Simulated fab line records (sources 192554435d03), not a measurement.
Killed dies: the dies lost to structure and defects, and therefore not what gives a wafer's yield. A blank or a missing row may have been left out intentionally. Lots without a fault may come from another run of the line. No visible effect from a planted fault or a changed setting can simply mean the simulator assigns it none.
fab line records	flow n5_finfet
record: lots: 24	wafers: 72	last_day: 18
route steps=1938 shown BEOL_M9@1434 BEOL_M10@1470
lots with no fault: from the same line, run without faults
start_h: the number of hours between the record's first day and the start of the first shown wafer of the lot	wait_h: hours from the lot's prior step to this one	" unchanged from the row above	L1.1+2: one row covering several wafers at once	- no value, or no start was given	* or withheld: withheld	< > ~ a bound
route shown NAME@n: NAME is a module with steps in the file, n the number in the route of the first one	usual: mean and standard deviation over wafers with no fault	same: alike in all rows	chamber/n: place in a boat	sites: the reading at each site	_std_site: the values' standard deviation	_edge_site: the outer-site mean with the inner-site mean subtracted	radius_mm: how far each site lies from the wafer's centre	mask NAME#n: copy n	behind: the last tool/chamber to shape the wafer	hold: why the lot was held/for how many hours/how that ended	device: whichever transistor did not switch (one of n, p or np)	end of line: the tests these same wafers got at the end of their route	a step with no rows: only its recipe	killed: not the wafer's yield, but the dies lost to structure and defects at the first sort	map: the dies of a wafer, with x for killed, . for not killed, _ for no die there
set.NAME: the run value of the setting; set.NAME@STEP: its run value at that earlier step	model.NAME: the simulator's own value behind a step, which no gauge read
the route's steps for a sample of lots (tables are steps, rows are wafers)
services: from which hour (start_h, from the record's first day; less than 0 if before it) a tool's chamber was out of use, for how many hours, and why
== steps ==
step: N5_BEOL_M9_CD_MEAS_28
recipe: target_cd_nm: 70	landing_energy_ev: 500	detector: se_inlens	polarity: opening
usual: cd_nm: 70.03/0.25
lot.wafer	tool	chamber	start_h	wait_h	cd_nm
L075.1	cd_sem-03	0	235.83	-	69.72
L075.2	"	0	"	"	70.04
L075.6	"	0	"	"	69.76
L074.3	cd_sem-01	0	239.34	-	70.29
L074.5	"	0	"	"	69.53
L074.6	"	0	"	"	69.97
L076.4	cd_sem-02	0	247.72	-	70.51
L076.5	"	0	"	"	69.90
L076.6	"	0	"	"	69.77
L077.2	cd_sem-02	0	253.38	-	70.06
L077.5	"	0	"	"	69.86
L077.6	"	0	"	"	69.65
L079.2	cd_sem-01	0	258.68	-	70.19
L079.3	"	0	"	"	70.22
L079.4	"	0	"	"	70.40
L078.3	cd_sem-01	0	258.84	-	69.85
L078.4	"	0	"	"	69.97
L078.6	"	0	"	"	70.02
L080.2	cd_sem-01	0	260.60	-	70.07
L080.5	"	0	"	"	70.06
L080.6	"	0	"	"	69.71
L083.3	cd_sem-03	0	267.49	-	70.23
L083.5	"	0	"	"	69.97
L083.6	"	0	"	"	70.23
L081.1	cd_sem-02	0	287.17	-	70.34
L081.4	"	0	"	"	70.33
L081.5	"	0	"	"	70.00
L084.2	cd_sem-03	0	296.57	-	69.99
L084.3	"	0	"	"	69.93
L084.5	"	0	"	"	69.76
L082.1	cd_sem-03	0	296.61	-	70.20
L082.3	"	0	"	"	70.29
L082.4	"	0	"	"	70.14
L088.1	cd_sem-03	0	299.78	-	69.94
L088.5	"	0	"	"	70.13
L088.6	"	0	"	"	69.66
L085.2	cd_sem-03	0	305.44	-	70.35
L085.3	"	0	"	"	70.06
L085.4	"	0	"	"	70.44
L086.1	cd_sem-02	0	316.46	-	70.54
L086.5	"	0	"	"	69.87
L086.6	"	0	"	"	70.00
L087.1	cd_sem-03	0	318.97	-	70.19
L087.3	"	0	"	"	70.01
L087.6	"	0	"	"	69.97
L089.2	cd_sem-01	0	324.24	-	69.81
L089.5	"	0	"	"	70.04
L089.6	"	0	"	"	70.21
L092.1	cd_sem-03	0	330.43	-	70.60
L092.4	"	0	"	"	70.08
L092.6	"	0	"	"	70.78
L090.1	cd_sem-02	0	334.72	-	70.52
L090.3	"	0	"	"	69.74
L090.4	"	0	"	"	70.10
L091.1	cd_sem-03	0	335.67	-	69.69
L091.2	"	0	"	"	69.82
L091.3	"	0	"	"	69.55
L093.1	cd_sem-03	0	343.66	-	69.96
L093.2	"	0	"	"	69.78
L093.4	"	0	"	"	69.95
L094.1	cd_sem-02	0	348.58	-	70.08
L094.5	"	0	"	"	70.25
L094.6	"	0	"	"	70.00
L095.3	cd_sem-02	0	357.20	-	70.14
L095.5	"	0	"	"	70.13
L095.6	"	0	"	"	70.18
L096.1	cd_sem-03	0	372.67	-	70.24
L096.2	"	0	"	"	69.81
L096.4	"	0	"	"	69.82
L097.2	cd_sem-02	0	379.98	-	70.00
L097.3	"	0	"	"	70.36
L097.5	"	0	"	"	69.83
step: N5_BEOL_M9_ETCH_65
recipe: chemistry: CF4	target: SiARC	target_depth_a: 156	mask_material: CAR-EUV	time_s: 26	ion_energy_ev: 80	pressure_mtorr: 40	source_w: 545	bias_w: 36	Ar_flow_sccm: 100	cf4_flow_sccm: 100	ends: cleared
usual: drypump_motor_current_A: 5.7/0.44	etch_rf_on_time_s: 26.0/0.58	oes_product_au: 0.69/0.071	rf_vpp_V: 184.3/1.4	showerhead_plenum_p_Torr: 2.16/0.086	throttle_valve_pct: 15.67/0.2
lot.wafer	tool	chamber	start_h	wait_h	drypump_motor_current_A	etch_rf_on_time_s	oes_product_au	rf_hours_counter_h	rf_vpp_V	showerhead_plenum_p_Torr	throttle_valve_pct
L075.1	rie_diel-02	2	236.01	0.0	5.8	26.1	0.73	49	186.1	2.26	15.49
L075.2	"	3	"	"	5.7	25.4	0.77	39	181.9	2.09	15.56
L075.6	"	3	"	"	5.7	25.5	0.77	-	183.6	2.09	15.52
L074.3	rie_diel-05	0	239.51	0.0	5.4	25.8	0.59	238	182.8	2.02	15.79
L074.5	"	0	"	"	5.4	25.8	0.59	-	182.6	2.02	15.79
L074.6	"	3	"	"	5.9	25.8	0.72	-	186.1	2.26	15.43
L076.4	rie_diel-04	3	247.91	0.0	6.2	26.0	0.66	142	183.2	2.06	15.84
L076.5	"	1	"	"	5.2	26.8	0.58	-	182.5	2.10	15.81
L076.6	"	2	"	"	6.2	25.4	0.71	-	186.2	2.27	15.88
L077.2	rie_diel-02	0	253.56	0.0	5.7	25.8	0.61	211	182.4	2.12	15.89
L077.5	"	1	"	"	5.1	24.9	0.77	-	183.2	2.11	15.72
L077.6	"	0	"	"	5.7	25.8	0.60	-	184.4	2.12	15.91
L079.2	rie_diel-02	2	258.92	0.0	5.8	25.8	0.73	55	187.5	2.25	15.52
L079.3	"	0	"	"	5.8	25.8	0.60	213	183.7	2.12	15.89
L079.4	"	3	"	"	5.7	25.4	0.75	44	185.6	2.09	15.55
L078.3	rie_diel-04	0	259.35	0.0	4.8	25.9	0.74	31	185.6	2.26	15.42
L078.4	"	2	"	"	6.2	25.7	0.71	62	184.8	2.27	15.88
L078.6	"	3	"	"	6.2	26.5	0.65	-	182.5	2.06	15.85
L080.2	rie_diel-05	3	260.77	0.0	5.9	25.7	0.72	65	184.4	2.26	15.43
L080.5	"	3	"	"	5.9	25.9	0.71	-	184.2	2.26	15.45
L080.6	"	2	"	"	5.5	26.1	0.67	-	182.2	2.08	15.69
L083.3	rie_diel-04	0	267.66	0.0	4.8	25.4	0.75	33	184.7	2.26	15.40
L083.5	"	3	"	"	6.2	26.2	0.65	-	183.6	2.06	15.85
L083.6	"	0	"	"	4.8	25.5	0.75	-	185.7	2.26	15.41
L081.1	rie_diel-04	1	287.35	0.0	5.1	26.3	0.85	1	184.5	2.10	15.33
L081.4	"	0	"	"	4.8	26.1	0.73	41	186.4	2.26	15.42
L081.5	"	3	"	"	6.2	26.6	0.64	-	183.1	2.05	15.86
L084.2	rie_diel-05	2	296.75	0.0	5.5	26.1	0.66	124	184.4	2.07	15.71
L084.3	"	0	"	"	5.3	25.9	0.83	1	186.1	2.27	15.34
L084.5	"	1	"	"	6.3	27.4	0.57	-	184.1	2.11	15.90
L082.1	rie_diel-02	3	296.78	0.0	5.7	25.0	0.75	57	182.6	2.08	15.57
L082.3	"	2	"	"	5.8	25.7	0.70	68	185.5	2.25	15.53
L082.4	"	1	"	"	5.1	24.8	0.75	47	184.4	2.11	15.73
L088.1	rie_diel-02	0	300.01	0.0	5.8	26.0	0.60	229	183.2	2.11	15.95
L088.5	"	0	"	"	5.8	26.2	0.59	-	183.3	2.11	15.94
L088.6	"	1	"	"	5.1	25.1	0.75	-	184.3	2.11	15.76
L085.2	rie_diel-05	1	305.62	0.0	6.3	27.3	0.57	226	184.1	2.11	15.89
L085.3	"	0	"	"	5.4	26.0	0.82	3	186.1	2.27	15.35
L085.4	"	2	"	"	5.5	26.1	0.65	126	183.2	2.07	15.72
L086.1	rie_diel-02	3	316.63	0.0	5.8	25.9	0.73	64	182.9	2.08	15.58
L086.5	"	3	"	"	5.7	25.6	0.74	-	184.1	2.08	15.59
L086.6	"	2	"	"	5.8	26.1	0.69	-	185.6	2.25	15.56
L087.1	rie_diel-05	0	319.20	0.0	5.4	26.0	0.81	7	186.1	2.27	15.34
L087.3	"	3	"	"	5.9	26.0	0.68	85	186.2	2.25	15.49
L087.6	"	3	"	"	5.9	26.1	0.69	-	185.5	2.25	15.48
L089.2	rie_diel-04	3	324.69	0.0	6.2	26.1	0.64	165	181.7	2.05	15.89
L089.5	"	3	"	"	6.2	26.3	0.63	-	183.6	2.05	15.88
L089.6	"	0	"	"	4.8	25.7	0.72	-	184.0	2.25	15.46
L092.1	rie_diel-04	1	330.61	0.0	5.2	26.0	0.81	13	182.4	2.09	15.35
L092.4	"	2	"	"	6.2	26.0	0.69	84	184.0	2.26	15.92
L092.6	"	0	"	"	4.8	25.6	0.72	-	186.1	2.25	15.44
L090.1	rie_diel-05	1	334.89	0.0	6.3	27.2	0.57	235	185.0	2.11	15.91
L090.3	"	2	"	"	5.5	26.0	0.64	136	181.6	2.07	15.74
L090.4	"	3	"	"	5.9	25.9	0.68	90	186.3	2.25	15.50
L091.1	rie_diel-05	0	335.98	0.0	5.3	26.1	0.79	12	184.6	2.27	15.37
L091.2	"	1	"	"	6.3	27.4	0.56	235	183.5	2.11	15.90
L091.3	"	2	"	"	5.5	26.1	0.65	136	182.5	2.07	15.76
L093.1	rie_diel-02	1	343.84	0.0	5.1	25.0	0.74	62	182.4	2.10	15.76
L093.2	"	0	"	"	5.7	26.2	0.58	243	182.5	2.11	15.97
L093.4	"	3	"	"	5.7	25.5	0.73	73	184.0	2.08	15.60
L094.1	rie_diel-05	0	348.75	0.0	5.4	25.9	0.79	16	186.1	2.27	15.38
L094.5	"	2	"	"	5.5	26.0	0.65	-	183.4	2.07	15.77
L094.6	"	3	"	"	5.9	26.0	0.68	-	184.5	2.25	15.51
L095.3	rie_diel-05	3	357.38	0.0	5.9	26.0	0.67	97	187.1	2.24	15.51
L095.5	"	3	"	"	5.9	26.0	0.68	-	186.1	2.24	15.51
L095.6	"	2	"	"	5.5	26.2	0.65	-	181.7	2.06	15.76
L096.1	rie_diel-02	2	372.85	0.0	5.9	26.4	0.69	86	185.0	2.24	15.59
L096.2	"	1	"	"	5.0	25.2	0.71	73	183.4	2.10	15.80
L096.4	"	2	"	"	5.9	26.1	0.69	-	186.2	2.24	15.57
L097.2	rie_diel-05	1	380.15	0.0	6.3	27.5	0.56	248	183.9	2.10	15.95
L097.3	"	3	"	"	5.9	25.8	0.68	101	185.4	2.24	15.53
L097.5	"	0	"	"	5.4	26.5	0.76	-	185.1	2.26	15.40
step: N5_BEOL_M9_ETCH_41
recipe: chemistry: CH3F/O2	target: SiCN	target_depth_a: 366	taper_deg: 2	time_s: 70.1	ion_energy_ev: 120	mask_material: TiN	pressure_mtorr: 30	source_w: 395	bias_w: 75	Ar_flow_sccm: 150	CH3F_flow_sccm: 30	O2_flow_sccm: 20
usual: O2_flow_sccm: 20.00/0.061	drypump_motor_current_A: 5.7/0.43	oes_product_au: 0.80/0.082	rf_vpp_V: 297.7/1.8	showerhead_plenum_p_Torr: 2.02/0.081	throttle_valve_pct: 16.38/0.21
lot.wafer	tool	chamber	start_h	wait_h	O2_flow_sccm	drypump_motor_current_A	oes_product_au	rf_hours_counter_h	rf_vpp_V	showerhead_plenum_p_Torr	throttle_valve_pct
L075.1	rie_diel-02	2	-	-	20.07	5.8	0.86	49	300.9	2.10	16.13
L075.2	"	3	"	"	20.01	5.7	0.90	39	297.3	1.95	16.30
L075.6	"	3	"	"	20.08	5.7	0.90	-	296.8	1.95	16.29
L074.3	rie_diel-05	0	-	-	19.97	5.4	0.68	238	295.9	1.88	16.44
L074.5	"	0	"	"	19.96	5.4	0.68	-	293.7	1.88	16.43
L074.6	"	3	"	"	20.03	5.9	0.85	-	300.8	2.12	16.14
L076.4	rie_diel-04	3	-	-	20.10	6.2	0.77	142	296.0	1.93	16.66
L076.5	"	1	"	"	19.99	5.2	0.69	-	296.2	1.97	16.55
L076.6	"	2	"	"	20.00	6.1	0.84	-	299.2	2.11	16.52
L077.2	rie_diel-02	0	-	-	20.04	5.7	0.70	212	296.2	1.99	16.65
L077.5	"	1	"	"	20.03	5.1	0.90	-	296.3	1.97	16.39
L077.6	"	0	"	"	20.02	5.7	0.70	-	298.0	1.99	16.65
L079.2	rie_diel-02	2	-	-	20.06	5.9	0.85	55	301.3	2.10	16.14
L079.3	"	0	"	"	19.97	5.7	0.70	214	296.7	1.98	16.66
L079.4	"	3	"	"	20.10	5.7	0.89	44	296.6	1.95	16.29
L078.3	rie_diel-04	0	-	-	20.04	4.8	0.88	31	300.3	2.12	16.15
L078.4	"	2	"	"	20.04	6.1	0.84	62	298.5	2.11	16.53
L078.6	"	3	"	"	19.93	6.2	0.76	-	296.2	1.93	16.66
L080.2	rie_diel-05	3	-	-	19.95	5.9	0.83	65	299.0	2.11	16.17
L080.5	"	3	"	"	20.00	5.9	0.84	-	300.1	2.11	16.15
L080.6	"	2	"	"	19.93	5.5	0.78	-	295.5	1.93	16.41
L083.3	rie_diel-04	0	-	-	19.91	4.8	0.88	33	299.7	2.12	16.15
L083.5	"	3	"	"	19.92	6.2	0.76	-	296.7	1.93	16.65
L083.6	"	0	"	"	19.94	4.8	0.87	-	300.1	2.12	16.16
L081.1	rie_diel-04	1	-	-	19.95	5.2	1.00	1	295.0	1.97	16.13
L081.4	"	0	"	"	19.98	4.8	0.86	41	299.6	2.12	16.17
L081.5	"	3	"	"	19.92	6.2	0.75	-	296.1	1.93	16.68
L084.2	rie_diel-05	2	-	-	19.96	5.5	0.78	124	296.9	1.93	16.43
L084.3	"	0	"	"	19.95	5.4	0.97	1	299.5	2.12	16.03
L084.5	"	1	"	"	20.11	6.3	0.67	-	297.2	1.97	16.61
L082.1	rie_diel-02	3	-	-	20.00	5.7	0.87	57	296.0	1.95	16.33
L082.3	"	2	"	"	20.08	5.9	0.84	68	301.1	2.09	16.17
L082.4	"	1	"	"	20.09	5.1	0.89	47	296.8	1.96	16.43
L088.1	rie_diel-02	0	-	-	20.05	5.7	0.69	230	297.5	1.98	16.67
L088.5	"	0	"	"	20.02	5.7	0.69	-	297.6	1.98	16.68
L088.6	"	1	"	"	20.09	5.1	0.87	-	295.4	1.96	16.42
L085.2	rie_diel-05	1	-	-	20.06	6.3	0.67	226	296.4	1.97	16.61
L085.3	"	0	"	"	20.03	5.4	0.97	3	299.3	2.12	16.04
L085.4	"	2	"	"	20.05	5.5	0.77	126	295.8	1.93	16.43
L086.1	rie_diel-02	3	-	-	19.99	5.7	0.86	64	296.1	1.95	16.33
L086.5	"	3	"	"	20.03	5.7	0.85	-	296.0	1.95	16.33
L086.6	"	2	"	"	19.95	5.8	0.82	-	299.6	2.09	16.20
L087.1	rie_diel-05	0	-	-	20.01	5.4	0.94	7	298.6	2.12	16.03
L087.3	"	3	"	"	19.97	5.9	0.82	86	298.5	2.10	16.19
L087.6	"	3	"	"	20.05	5.9	0.81	-	299.8	2.10	16.19
L089.2	rie_diel-04	3	-	-	20.08	6.2	0.75	165	296.4	1.93	16.71
L089.5	"	3	"	"	20.10	6.2	0.76	-	295.0	1.93	16.70
L089.6	"	0	"	"	20.04	4.8	0.85	-	299.7	2.12	16.18
L092.1	rie_diel-04	1	-	-	20.07	5.2	0.95	13	296.6	1.97	16.13
L092.4	"	2	"	"	19.98	6.2	0.79	84	299.2	2.10	16.58
L092.6	"	0	"	"	20.04	4.8	0.84	-	300.8	2.12	16.20
L090.1	rie_diel-05	1	-	-	20.04	6.3	0.66	235	297.1	1.97	16.64
L090.3	"	2	"	"	20.04	5.5	0.76	136	295.9	1.92	16.44
L090.4	"	3	"	"	19.99	5.9	0.80	90	299.8	2.10	16.20
L091.1	rie_diel-05	0	-	-	19.93	5.4	0.92	12	301.1	2.12	16.04
L091.2	"	1	"	"	19.99	6.3	0.65	235	295.6	1.97	16.64
L091.3	"	2	"	"	19.97	5.5	0.76	136	295.6	1.92	16.45
L093.1	rie_diel-02	1	-	-	20.02	5.0	0.86	62	297.1	1.96	16.45
L093.2	"	0	"	"	19.93	5.7	0.68	243	296.8	1.97	16.71
L093.4	"	3	"	"	19.95	5.7	0.85	73	296.2	1.94	16.36
L094.1	rie_diel-05	0	-	-	20.07	5.4	0.91	16	299.4	2.12	16.06
L094.5	"	2	"	"	19.95	5.5	0.76	-	295.7	1.92	16.47
L094.6	"	3	"	"	19.97	5.9	0.80	-	298.5	2.10	16.21
L095.3	rie_diel-05	3	-	-	20.01	5.9	0.80	98	297.3	2.10	16.22
L095.5	"	3	"	"	20.01	5.9	0.81	-	300.1	2.10	16.23
L095.6	"	2	"	"	19.92	5.5	0.75	-	294.8	1.92	16.47
L096.1	rie_diel-02	2	-	-	20.07	5.8	0.81	87	298.2	2.09	16.20
L096.2	"	1	"	"	19.96	5.1	0.85	74	296.2	1.95	16.47
L096.4	"	2	"	"	19.98	5.8	0.80	-	299.8	2.09	16.19
L097.2	rie_diel-05	1	-	-	19.92	6.3	0.65	248	295.7	1.96	16.66
L097.3	"	3	"	"	20.03	5.9	0.79	102	298.4	2.10	16.24
L097.5	"	0	"	"	20.11	5.4	0.89	-	300.3	2.11	16.07
step: N5_BEOL_M10_ILD_DEP_00
recipe: material: SiCOH_lowk	target_thk_a: 3085.1	temp_c: 300	precursor: DEMS/porogen	pressure_torr: 5	rf_w: 500	time_s: 58
usual: heater_power_w: 351/63	showerhead_plenum_p_Torr: 5.737/0.019	throttle_valve_pct: 14.2/0.99
lot.wafer	tool	chamber	start_h	wait_h	heater_power_w	showerhead_plenum_p_Torr	since_wet_clean_h	throttle_valve_pct
L075.1	pecvd-01	2	240.25	0.0	287	5.731	553	13.8
L075.2	"	0	"	"	503	5.734	1307	16.8
L075.6	"	1	"	"	340	5.745	-	13.3
L074.3	pecvd-03	1	243.30	0.0	361	5.698	1853	14.3
L074.5	"	2	"	"	283	5.760	-	13.2
L074.6	"	1	"	"	364	5.716	-	14.3
L076.4	pecvd-03	1	252.14	0.1	345	5.709	-	14.6
L076.5	"	0	"	"	437	5.751	-	14.5
L076.6	"	2	"	"	301	5.734	-	13.1
L077.2	pecvd-03	2	256.88	0.0	240	5.744	388	13.6
L077.5	"	0	"	"	340	5.749	-	14.7
L077.6	"	2	"	"	248	5.740	-	13.4
L079.2	pecvd-01	2	262.28	0.0	284	5.738	575	13.7
L079.3	"	0	"	"	428	5.728	1329	16.6
L079.4	"	2	"	"	292	5.733	-	13.8
L078.3	pecvd-04	1	262.37	0.0	358	5.722	1691	13.9
L078.4	"	1	"	"	371	5.739	-	14.1
L078.6	"	2	"	"	321	5.707	-	12.7
L080.2	pecvd-01	0	263.73	0.0	466	5.741	1330	16.7
L080.5	"	1	"	"	363	5.748	-	13.4
L080.6	"	0	"	"	473	5.725	-	16.5
L083.3	pecvd-04	1	271.57	0.0	338	5.740	1700	13.7
L083.5	"	1	"	"	341	5.732	-	13.9
L083.6	"	2	"	"	285	5.727	-	12.8
L081.1	pecvd-03	2	292.26	0.0	294	5.761	423	13.5
L081.4	"	0	"	"	417	5.738	-	14.7
L081.5	"	2	"	"	229	5.760	-	13.7
L084.2	pecvd-03	0	300.38	0.0	428	5.750	1186	14.8
L084.3	"	2	"	"	264	5.753	432	13.0
L084.5	"	0	"	"	427	5.741	-	15.1
L082.1	pecvd-04	1	300.54	0.0	344	5.727	1729	13.7
L082.3	"	0	"	"	329	5.753	1004	13.7
L082.4	"	1	"	"	364	5.716	-	13.9
L088.1	pecvd-03	1	305.01	0.0	336	5.701	1915	14.6
L088.5	"	2	"	"	278	5.753	-	13.4
L088.6	"	1	"	"	364	5.733	-	14.2
L085.2	pecvd-03	1	308.89	0.0	425	5.707	1919	14.7
L085.3	"	2	"	"	281	5.742	440	13.5
L085.4	"	1	"	"	341	5.724	-	14.6
L086.1	pecvd-01	1	319.27	0.0	360	5.749	2111	13.5
L086.5	"	0	"	"	500	5.725	-	16.8
L086.6	"	1	"	"	284	5.748	-	13.5
L087.1	pecvd-01	1	322.04	0.0	334	5.767	2113	13.6
L087.3	"	2	"	"	282	5.738	634	13.8
L087.6	"	0	"	"	447	5.727	-	16.8
L089.2	pecvd-03	2	328.32	0.0	299	5.754	459	13.3
L089.5	"	0	"	"	368	5.744	-	14.9
L089.6	"	2	"	"	229	5.752	-	13.4
L092.1	pecvd-03	1	333.21	0.0	372	5.716	1943	14.8
L092.4	"	2	"	"	287	5.761	-	13.5
L092.6	"	0	"	"	429	5.753	-	14.8
L090.1	pecvd-01	1	338.64	0.0	339	5.750	2130	13.4
L090.3	"	0	"	"	502	5.745	1405	16.8
L090.4	"	1	"	"	332	5.758	-	13.5
L091.1	pecvd-03	0	339.12	0.0	362	5.756	1224	14.6
L091.2	"	2	"	"	285	5.768	470	13.4
L091.3	"	1	"	"	415	5.710	1949	14.4
L093.1	pecvd-03	1	346.80	0.0	366	5.711	1957	14.2
L093.2	"	2	"	"	284	5.746	478	13.5
L093.4	"	2	"	"	281	5.745	-	13.4
L094.1	pecvd-03	1	353.03	0.0	380	5.708	1963	14.4
L094.5	"	0	"	"	367	5.756	-	15.0
L094.6	"	2	"	"	257	5.736	-	13.5
L095.3	pecvd-04	2	360.23	0.0	293	5.717	310	13.0
L095.5	"	1	"	"	339	5.741	-	13.9
L095.6	"	0	"	"	338	5.771	-	13.9
L096.1	pecvd-04	2	376.13	0.0	260	5.728	326	13.0
L096.2	"	0	"	"	382	5.745	1080	14.0
L096.4	"	0	"	"	382	5.756	-	13.8
L097.2	pecvd-03	0	383.44	0.0	351	5.758	1269	14.6
L097.3	"	0	"	"	369	5.758	-	15.0
L097.5	"	0	"	"	385	5.756	-	14.6
step: N5_BEOL_M10_HM_DEP_02
recipe: material: TiN	target_thk_a: 200	temp_c: 25	chamber_pressure_pa: 0.49996
usual: throttle_valve_pct: 30.0/0.88
lot.wafer	tool	chamber	start_h	wait_h	throttle_valve_pct
L075.1	pvd_sputter-01	-	242.37	1.4	31.2
L075.2	"	-	"	"	29.0
L075.6	"	-	"	"	31.1
L074.3	pvd_sputter-01	-	246.19	2.2	30.8
L074.5	"	-	"	"	30.1
L074.6	"	-	"	"	28.8
L076.4	pvd_sputter-01	-	254.23	1.0	30.9
L076.5	"	-	"	"	30.9
L076.6	"	-	"	"	30.0
L077.2	pvd_sputter-03	-	259.28	1.8	29.8
L077.5	"	-	"	"	29.1
L077.6	"	-	"	"	28.0
L079.2	pvd_sputter-03	-	263.16	0.2	28.2
L079.3	"	-	"	"	29.5
L079.4	"	-	"	"	31.4
L078.3	pvd_sputter-01	-	263.21	0.1	29.1
L078.4	"	-	"	"	30.4
L078.6	"	-	"	"	30.9
L080.2	pvd_sputter-01	-	268.08	3.7	28.9
L080.5	"	-	"	"	28.9
L080.6	"	-	"	"	30.7
L083.3	pvd_sputter-01	-	272.67	0.5	29.0
L083.5	"	-	"	"	30.9
L083.6	"	-	"	"	30.5
L081.1	pvd_sputter-01	-	293.40	0.5	30.4
L081.4	"	-	"	"	31.4
L081.5	"	-	"	"	30.1
L084.2	pvd_sputter-02	-	303.35	2.3	29.9
L084.3	"	-	"	"	29.5
L084.5	"	-	"	"	30.6
L082.1	pvd_sputter-02	-	303.55	2.1	29.8
L082.3	"	-	"	"	30.4
L082.4	"	-	"	"	29.6
L088.1	pvd_sputter-01	-	306.54	0.9	29.1
L088.5	"	-	"	"	29.4
L088.6	"	-	"	"	30.3
L085.2	pvd_sputter-02	-	310.50	1.0	29.5
L085.3	"	-	"	"	30.0
L085.4	"	-	"	"	29.7
L086.1	pvd_sputter-03	-	320.67	0.2	31.4
L086.5	"	-	"	"	31.3
L086.6	"	-	"	"	29.0
L087.1	pvd_sputter-01	-	322.73	0.0	30.4
L087.3	"	-	"	"	29.0
L087.6	"	-	"	"	30.3
L089.2	pvd_sputter-01	-	330.98	2.0	30.2
L089.5	"	-	"	"	30.2
L089.6	"	-	"	"	29.2
L092.1	pvd_sputter-01	-	334.62	0.8	30.5
L092.4	"	-	"	"	30.3
L092.6	"	-	"	"	29.0
L090.1	pvd_sputter-01	-	340.40	1.1	28.8
L090.3	"	-	"	"	31.1
L090.4	"	-	"	"	30.8
L091.1	pvd_sputter-03	-	340.57	0.8	28.0
L091.2	"	-	"	"	29.8
L091.3	"	-	"	"	31.5
L093.1	pvd_sputter-01	-	349.14	1.7	29.0
L093.2	"	-	"	"	31.2
L093.4	"	-	"	"	30.2
L094.1	pvd_sputter-01	-	354.38	0.7	31.2
L094.5	"	-	"	"	29.0
L094.6	"	-	"	"	30.1
L095.3	pvd_sputter-02	-	361.89	1.0	29.6
L095.5	"	-	"	"	30.2
L095.6	"	-	"	"	30.5
L096.1	pvd_sputter-01	-	377.39	0.6	30.7
L096.2	"	-	"	"	30.2
L096.4	"	-	"	"	28.8
L097.2	pvd_sputter-03	-	385.14	1.0	29.3
L097.3	"	-	"	"	28.1
L097.5	"	-	"	"	29.3
step: N5_BEOL_M10_CD_MEAS_11
recipe: target_cd_nm: 64.1	landing_energy_ev: 500	detector: se_inlens	polarity: opening
usual: cd_nm: 64.1/0.55
lot.wafer	tool	chamber	start_h	wait_h	cd_nm
L075.1	cd_sem-01	0	242.74	-	63.8
L075.2	"	0	"	"	63.5
L075.6	"	0	"	"	63.7
L074.3	cd_sem-02	0	246.69	-	64.1
L074.5	"	0	"	"	64.3
L074.6	"	0	"	"	64.6
L076.4	cd_sem-01	0	254.74	-	65.0
L076.5	"	0	"	"	64.9
L076.6	"	0	"	"	65.1
L077.2	cd_sem-03	0	259.65	-	63.7
L077.5	"	0	"	"	63.2
L077.6	"	0	"	"	63.9
L079.2	cd_sem-01	0	263.66	-	64.2
L079.3	"	0	"	"	64.6
L079.4	"	0	"	"	64.4
L078.3	cd_sem-03	0	263.83	-	64.5
L078.4	"	0	"	"	63.9
L078.6	"	0	"	"	64.5
L080.2	cd_sem-03	0	268.58	-	65.0
L080.5	"	0	"	"	66.1
L080.6	"	0	"	"	65.0
L083.3	cd_sem-01	0	273.17	-	63.6
L083.5	"	0	"	"	64.2
L083.6	"	0	"	"	63.5
L081.1	cd_sem-02	0	293.90	-	64.2
L081.4	"	0	"	"	63.2
L081.5	"	0	"	"	64.0
L084.2	cd_sem-02	0	303.73	-	64.1
L084.3	"	0	"	"	64.2
L084.5	"	0	"	"	64.4
L082.1	cd_sem-03	0	303.92	-	64.2
L082.3	"	0	"	"	63.7
L082.4	"	0	"	"	64.1
L088.1	cd_sem-02	0	307.03	-	64.3
L088.5	"	0	"	"	64.9
L088.6	"	0	"	"	64.5
L085.2	cd_sem-02	0	311.00	-	64.5
L085.3	"	0	"	"	64.2
L085.4	"	0	"	"	64.3
L086.1	cd_sem-02	0	321.04	-	65.0
L086.5	"	0	"	"	65.3
L086.6	"	0	"	"	64.6
L087.1	cd_sem-01	0	323.22	-	64.3
L087.3	"	0	"	"	64.4
L087.6	"	0	"	"	64.9
L089.2	cd_sem-03	0	331.37	-	63.8
L089.5	"	0	"	"	64.1
L089.6	"	0	"	"	64.0
L092.1	cd_sem-03	0	335.12	-	64.1
L092.4	"	0	"	"	64.4
L092.6	"	0	"	"	63.6
L090.1	cd_sem-01	0	340.89	-	63.8
L090.3	"	0	"	"	63.9
L090.4	"	0	"	"	63.7
L091.1	cd_sem-03	0	341.06	-	64.5
L091.2	"	0	"	"	64.5
L091.3	"	0	"	"	64.2
L093.1	cd_sem-03	0	349.64	-	63.6
L093.2	"	0	"	"	63.0
L093.4	"	0	"	"	63.8
L094.1	cd_sem-02	0	354.75	-	64.4
L094.5	"	0	"	"	64.8
L094.6	"	0	"	"	64.1
L095.3	cd_sem-01	0	362.27	-	63.9
L095.5	"	0	"	"	64.4
L095.6	"	0	"	"	63.6
L096.1	cd_sem-02	0	377.76	-	63.8
L096.2	"	0	"	"	63.5
L096.4	"	0	"	"	63.7
L097.2	cd_sem-01	0	385.64	-	64.4
L097.3	"	0	"	"	63.8
L097.5	"	0	"	"	64.1
== services ==
tool	chamber	start_h	hours	kind
pecvd-03	1	214.97	2.1	scheduled_down
rie_diel-05	1	238.66	19.1	repair
rie_diel-02	3	253.47	2.3	repair
pecvd-01	-	256.66	1.3	repair
rie_diel-04	1	263.33	-	clean
rie_diel-04	1	263.33	-	consumable_replace:focus_ring
rie_diel-05	0	273.24	-	clean
rie_diel-05	0	273.24	-	consumable_replace:focus_ring
rie_diel-05	0	273.24	-	consumable_replace:showerhead
pecvd-01	0	281.86	2.1	scheduled_down
pecvd-01	2	293.32	26.4	repair
pecvd-01	1	312.02	5.0	scheduled_down
pvd_sputter-01	-	312.40	8.6	repair
pecvd-01	-	340.65	9.4	repair
rie_diel-04	3	352.37	5.9	repair
rie_diel-05	3	368.86	6.4	repair
rie_diel-02	0	371.14	-	clean
rie_diel-02	0	371.14	-	consumable_replace:focus_ring
rie_diel-02	0	371.14	15.0	scheduled_down
rie_diel-02	0	371.14	15.0	vent_cycle
rie_diel-05	-	372.88	0.2	repair
pecvd-03	2	381.38	5.5	scheduled_down
rie_diel-05	0	381.64	1.3	repair
pecvd-01	1	383.62	-	clean
== key ==
fault none
